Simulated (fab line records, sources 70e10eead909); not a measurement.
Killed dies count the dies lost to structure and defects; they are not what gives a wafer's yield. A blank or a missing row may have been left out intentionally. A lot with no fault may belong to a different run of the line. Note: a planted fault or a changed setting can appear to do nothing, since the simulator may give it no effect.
The tool behind it: which one? | flow nand_harc | 24 lots, 72 wafers sampled, at 5 steps of a route of 1302

WHAT THE GAUGES SHOWED, per wafer
NHARC_P_CONTACT_CD_MEAS_19.
lot  | measured     | on        | cd_nm (nm)
L074 | day 5 21:41  | cd_sem-02 | 87.3 90.1 89.6
L075 | day 6 13:37  | cd_sem-02 | 89.7 89.8 89.9
L076 | day 6 20:49  | cd_sem-03 | 88.3 89.5 88.7
L077 | day 7 03:10  | cd_sem-02 | 87.1 87.0 87.3
L078 | day 7 12:23  | cd_sem-02 | 89.4 89.7 88.9
L079 | day 7 18:43  | cd_sem-02 | 91.1 90.0 89.5
L080 | day 8 10:16  | cd_sem-02 | 89.1 87.9 89.6
L081 | day 8 19:05  | cd_sem-02 | 90.8 89.5 89.9
L082 | day 9 11:04  | cd_sem-02 | 88.2 89.2 89.7
L083 | day 10 02:01 | cd_sem-02 | 90.7 89.8 89.6
L084 | day 10 03:13 | cd_sem-01 | 90.4 90.6 89.6
L085 | day 10 12:32 | cd_sem-02 | 88.4 90.5 88.5
L086 | day 10 19:08 | cd_sem-03 | 87.8 88.4 88.3
L087 | day 11 04:52 | cd_sem-03 | 90.9 89.0 90.3
L089 | day 11 23:58 | cd_sem-03 | 91.4 89.6 89.9
L088 | day 12 00:22 | cd_sem-03 | 89.8 90.8 89.0
L090 | day 12 17:43 | cd_sem-03 | 89.0 88.5 90.8
L091 | day 12 18:27 | cd_sem-02 | 89.7 90.2 90.9
L092 | day 13 07:29 | cd_sem-01 | 91.5 89.5 89.2
L093 | day 13 19:40 | cd_sem-03 | 88.5 88.8 89.9
L094 | day 14 18:54 | cd_sem-03 | 89.5 89.8 89.0
L095 | day 14 13:28 | cd_sem-02 | 90.3 90.9 90.8
L096 | day 15 06:48 | cd_sem-01 | 90.4 90.3 90.1
L097 | day 15 07:10 | cd_sem-03 | 90.1 90.1 91.1

NHARC_P_M0_OVL_MEAS_10: pitch 180 nm.
lot  | measured     | on         | overlay_x_nm (nm) | overlay_y_nm (nm)
L074 | day 6 00:52  | overlay-01 | -0.9 -0.1 -0.4    | -0.7 -0.2 -0.7
L075 | day 6 16:51  | overlay-02 | 0.2 -0.4 -0.1     | -0.1 -0.5 -0.6
L076 | day 7 00:02  | overlay-01 | -0.2 -0.2 0.3     | -2.0 -1.0 -1.1
L077 | day 7 06:18  | overlay-02 | 0.3 1.2 1.0       | 0.9 1.2 0.7
L078 | day 7 15:35  | overlay-02 | 0.7 1.4 0.9       | 1.4 2.0 1.2
L079 | day 7 22:04  | overlay-01 | -0.1 -0.8 0.6     | 0.9 0.8 0.5
L080 | day 8 13:31  | overlay-01 | -0.4 -0.5 -0.8    | 0.1 0.0 0.0
L081 | day 8 22:09  | overlay-02 | 0.3 -0.3 0.1      | 1.3 0.9 1.2
L082 | day 9 14:47  | overlay-01 | 0.1 0.4 0.3       | -0.3 -0.8 -0.5
L083 | day 10 05:14 | overlay-02 | 0.3 -0.4 0.2      | 1.4 1.2 1.9
L084 | day 10 06:24 | overlay-01 | -0.1 -0.2 0.1     | -1.4 -1.1 -1.1
L085 | day 10 16:19 | overlay-02 | -0.5 -0.4 -1.0    | 0.1 -0.3 -0.3
L086 | day 10 22:56 | overlay-02 | 0.2 0.1 0.1       | 0.2 0.1 -0.4
L087 | day 11 07:57 | overlay-02 | 0.9 0.8 0.7       | -0.1 -0.6 -0.8
L089 | day 12 03:11 | overlay-01 | 1.5 1.3 1.2       | -0.2 0.0 -0.8
L088 | day 12 03:34 | overlay-02 | -0.7 -0.7 -0.7    | -0.6 -0.4 -0.3
L090 | day 12 20:55 | overlay-02 | 0.5 0.6 1.0       | 0.1 0.0 0.1
L091 | day 12 21:39 | overlay-02 | 0.6 1.2 1.3       | -0.5 -0.4 -0.6
L092 | day 13 10:34 | overlay-01 | 0.6 0.3 0.6       | 0.7 0.2 0.8
L093 | day 13 22:53 | overlay-01 | 0.5 0.7 1.0       | 0.6 0.1 -0.4
L094 | day 14 22:01 | overlay-02 | -0.1 0.8 0.6      | 1.8 1.4 1.3
L095 | day 14 16:33 | overlay-01 | 0.4 0.4 0.0       | 0.7 0.3 -0.2
L096 | day 15 10:01 | overlay-01 | 0.3 0.9 0.8       | -0.5 -0.3 -1.0
L097 | day 15 10:26 | overlay-02 | 0.1 0.2 0.0       | -0.4 -0.2 -0.5

TOOL THAT RAN EACH LOT (tool first, then ch and the chambers of the sampled wafers, then the start)
lot  | NHARC_P_GATE_STRIP_108             | NHARC_P_GATE_STRIP_113               | NHARC_P_GATE_DEGAS_109
L074 | rie_diel-05 ch 1,3, day 5 01:10    | plasma_asher-01 ch 0, day 5 16:40    | pvd_sputter-02, day 5 18:11
L075 | rie_diel-07 ch 0,1,2, day 5 17:35  | plasma_asher-02 ch 0,1, day 6 08:32  | pvd_sputter-01, day 6 10:07
L076 | rie_diel-01 ch 0,1, day 6 00:28    | plasma_asher-02 ch 0,1, day 6 15:51  | pvd_sputter-01, day 6 17:11
L077 | rie_diel-07 ch 0,2, day 6 06:55    | plasma_asher-02 ch 0,1, day 6 22:05  | pvd_sputter-01, day 6 23:40
L078 | rie_diel-05 ch 1,2,3, day 6 15:52  | plasma_asher-02 ch 1, day 7 07:11    | pvd_sputter-01, day 7 08:46
L079 | rie_diel-05 ch 0,1,2, day 6 21:37  | plasma_asher-02 ch 0,1, day 7 13:24  | pvd_sputter-01, day 7 14:57
L080 | rie_diel-05 ch 1,2,3, day 7 14:04  | plasma_asher-02 ch 0,1, day 8 05:05  | pvd_sputter-02, day 8 06:39
L081 | rie_diel-01 ch 2,3, day 7 22:40    | plasma_asher-02 ch 0,1, day 8 13:52  | pvd_sputter-01, day 8 15:28
L082 | rie_diel-07 ch 1,2,3, day 8 14:53  | plasma_asher-02 ch 0,1, day 9 05:59  | pvd_sputter-03, day 9 07:34
L083 | rie_diel-07 ch 0,1, day 9 05:44    | plasma_asher-02 ch 0,1, day 9 20:55  | pvd_sputter-03, day 9 22:16
L084 | rie_diel-05 ch 0,1, day 9 06:31    | plasma_asher-01 ch 1, day 9 21:52    | pvd_sputter-02, day 9 23:26
L085 | rie_diel-05 ch 0,3, day 9 15:49    | plasma_asher-02 ch 0,1, day 10 07:12 | pvd_sputter-02, day 10 08:46
L086 | rie_diel-07 ch 0,2, day 9 22:46    | plasma_asher-02 ch 0, day 10 13:51   | pvd_sputter-02, day 10 15:29
L087 | rie_diel-05 ch 0,1,3, day 10 08:21 | plasma_asher-01 ch 0,1, day 10 23:27 | pvd_sputter-02, day 11 01:11
L089 | rie_diel-05 ch 0,1,3, day 11 03:43 | plasma_asher-01 ch 0,1, day 11 18:58 | pvd_sputter-02, day 11 20:28
L088 | rie_diel-07 ch 0,3, day 11 03:52   | plasma_asher-02 ch 0,1, day 11 19:05 | pvd_sputter-01, day 11 20:43
L090 | rie_diel-01 ch 0,2, day 11 21:13   | plasma_asher-01 ch 0,1, day 12 12:28 | pvd_sputter-02, day 12 14:04
L091 | rie_diel-01 ch 0,1,3, day 11 21:58 | plasma_asher-01 ch 0,1, day 12 13:14 | pvd_sputter-01, day 12 14:50
L092 | rie_diel-05 ch 0,2,3, day 12 10:52 | plasma_asher-02 ch 0,1, day 13 02:11 | pvd_sputter-01, day 13 03:32
L093 | rie_diel-01 ch 0,3, day 12 21:10   | plasma_asher-02 ch 0,1, day 13 14:26 | pvd_sputter-01, day 13 16:02
L094 | rie_diel-05 ch 0,1,2, day 13 13:07 | plasma_asher-01 ch 0,1, day 14 04:13 | pvd_sputter-01, day 14 15:13
L095 | rie_diel-05 ch 1,2,3, day 13 17:14 | plasma_asher-02 ch 0,1, day 14 08:23 | pvd_sputter-03, day 14 09:59
L096 | rie_diel-07 ch 0,1,2, day 14 09:26 | plasma_asher-02 ch 0,1, day 15 01:33 | pvd_sputter-01, day 15 03:08
L097 | rie_diel-01 ch 1,2,3, day 14 10:10 | plasma_asher-01 ch 0,1, day 15 01:52 | pvd_sputter-01, day 15 03:29
- NHARC_P_GATE_STRIP_108: strips in O2.
- NHARC_P_GATE_STRIP_113: strips in N2/H2, time 740 s.
- NHARC_P_GATE_DEGAS_109: time 60 s.

AS READ BY THE TOOLS THEMSELVES (means over the sampled wafers that have a number; for cases with no such wafer, the mark the record gives instead)
NHARC_P_GATE_STRIP_108.
lot  | tool        | drypump_motor_current_A (A) | o2_flow_sccm (sccm) | oes_product_au (a.u.) | rf_vpp_V (V) | showerhead_plenum_p_Torr (Torr) | throttle_valve_pct (%)
L074 | rie_diel-05 | 6.4                         | 500.1               | 0.995                 | 58.3         | 3.64                            | 17.034
L075 | rie_diel-07 | 5.8                         | 500.3               | 0.997                 | 58.1         | 3.61                            | 17.040
L076 | rie_diel-01 | 6.1                         | 499.7               | 1.004                 | 57.7         | 3.69                            | 17.042
L077 | rie_diel-07 | 5.5                         | 500.3               | 0.994                 | 59.0         | 3.72                            | 17.032
L078 | rie_diel-05 | 6.4                         | 499.4               | 0.999                 | 58.0         | 3.63                            | 17.034
L079 | rie_diel-05 | 6.3                         | 501.6               | 0.997                 | 57.3         | 3.58                            | 17.037
L080 | rie_diel-05 | 6.4                         | 499.3               | 0.998                 | 58.4         | 3.63                            | 17.031
L081 | rie_diel-01 | 5.2                         | 501.4               | 0.995                 | 57.4         | 3.50                            | 17.033
L082 | rie_diel-07 | 6.0                         | 499.8               | 0.993                 | 57.6         | 3.62                            | 17.042
L083 | rie_diel-07 | 6.1                         | 499.6               | 1.003                 | 56.9         | 3.50                            | 17.041
L084 | rie_diel-05 | 6.3                         | 500.5               | 1.005                 | 58.2         | 3.59                            | 17.035
L085 | rie_diel-05 | 5.9                         | 500.7               | 1.005                 | 57.8         | 3.65                            | 17.038
L086 | rie_diel-07 | 5.3                         | 498.9               | 1.002                 | 58.8         | 3.73                            | 17.026
L087 | rie_diel-05 | 6.1                         | 499.9               | 1.008                 | 58.0         | 3.64                            | 17.040
L089 | rie_diel-05 | 6.1                         | 499.0               | 1.005                 | 57.5         | 3.64                            | 17.039
L088 | rie_diel-07 | 5.4                         | 501.6               | 1.000                 | 57.8         | 3.76                            | 17.033
L090 | rie_diel-01 | 5.3                         | 498.0               | 1.002                 | 58.3         | 3.59                            | 17.036
L091 | rie_diel-01 | 6.0                         | 499.3               | 0.995                 | 57.3         | 3.64                            | 17.032
L092 | rie_diel-05 | 6.1                         | 500.0               | 1.006                 | 59.2         | 3.63                            | 17.042
L093 | rie_diel-01 | 5.9                         | 498.7               | 0.996                 | 58.2         | 3.58                            | 17.027
L094 | rie_diel-05 | 6.3                         | 500.9               | 1.005                 | 58.4         | 3.57                            | 17.035
L095 | rie_diel-05 | 6.4                         | 500.4               | 1.004                 | 58.5         | 3.62                            | 17.042
L096 | rie_diel-07 | 5.8                         | 500.9               | 0.999                 | 58.7         | 3.61                            | 17.035
L097 | rie_diel-01 | 5.5                         | 499.0               | 1.003                 | 57.5         | 3.55                            | 17.025

NHARC_P_GATE_STRIP_113.
lot  | tool            | drypump_motor_current_A (A) | heater_power_w (W)
L074 | plasma_asher-01 | 5.9                         | 81
L075 | plasma_asher-02 | 5.4                         | 94
L076 | plasma_asher-02 | 5.5                         | 95
L077 | plasma_asher-02 | 5.4                         | 95
L078 | plasma_asher-02 | 5.8                         | 95
L079 | plasma_asher-02 | 5.1                         | 94
L080 | plasma_asher-02 | 5.4                         | 95
L081 | plasma_asher-02 | 5.4                         | 95
L082 | plasma_asher-02 | 5.1                         | 94
L083 | plasma_asher-02 | 5.1                         | 94
L084 | plasma_asher-01 | 5.8                         | 89
L085 | plasma_asher-02 | 5.5                         | 96
L086 | plasma_asher-02 | 4.8                         | 89
L087 | plasma_asher-01 | 5.8                         | 86
L089 | plasma_asher-01 | 5.9                         | 83
L088 | plasma_asher-02 | 5.1                         | 93
L090 | plasma_asher-01 | 5.9                         | 84
L091 | plasma_asher-01 | 5.9                         | 83
L092 | plasma_asher-02 | 5.5                         | 94
L093 | plasma_asher-02 | 5.1                         | 93
L094 | plasma_asher-01 | 5.9                         | 84
L095 | plasma_asher-02 | 5.1                         | 92
L096 | plasma_asher-02 | 5.5                         | 93
L097 | plasma_asher-01 | 5.9                         | 86

NHARC_P_GATE_DEGAS_109.
lot  | tool           | heater_power_w (W)
L074 | pvd_sputter-02 | 434
L075 | pvd_sputter-01 | 462
L076 | pvd_sputter-01 | 493
L077 | pvd_sputter-01 | 455
L078 | pvd_sputter-01 | 468
L079 | pvd_sputter-01 | 467
L080 | pvd_sputter-02 | 465
L081 | pvd_sputter-01 | 450
L082 | pvd_sputter-03 | 414
L083 | pvd_sputter-03 | 429
L084 | pvd_sputter-02 | 417
L085 | pvd_sputter-02 | 466
L086 | pvd_sputter-02 | 437
L087 | pvd_sputter-02 | 457
L089 | pvd_sputter-02 | 441
L088 | pvd_sputter-01 | 457
L090 | pvd_sputter-02 | 446
L091 | pvd_sputter-01 | 465
L092 | pvd_sputter-01 | 452
L093 | pvd_sputter-01 | 463
L094 | pvd_sputter-01 | 462
L095 | pvd_sputter-03 | 428
L096 | pvd_sputter-01 | 457
L097 | pvd_sputter-01 | 453

THE ANSWER, worked out from the rows above alone
Rule: the usual values come from the lots themselves. The widest of any qualifying gaps counts: lots, ordered by their means at a reading, are off when they make up no more than a third of the lots, leave a main group of 4 or more, and stand apart from it by 3 or more times the standard deviation of that group's means. The tables above print the reading to a certain number of digits; a main group whose means all agree to those digits is not used. Also off: a lot with no number at a reading for which 4 or more lots have one. Any other lot the step has rows for is counted as sound. The gauges are gone through in route order, then the tools' own readings, and for those a lot's mean is taken as printed above. At the first step where some lot is off, the reading lying furthest off is the one used; lots without a number count as furthest.
No lot is off on any of the readings shown, so nothing can be concluded from this.

WHAT THE SIMULATOR HAD INSERTED
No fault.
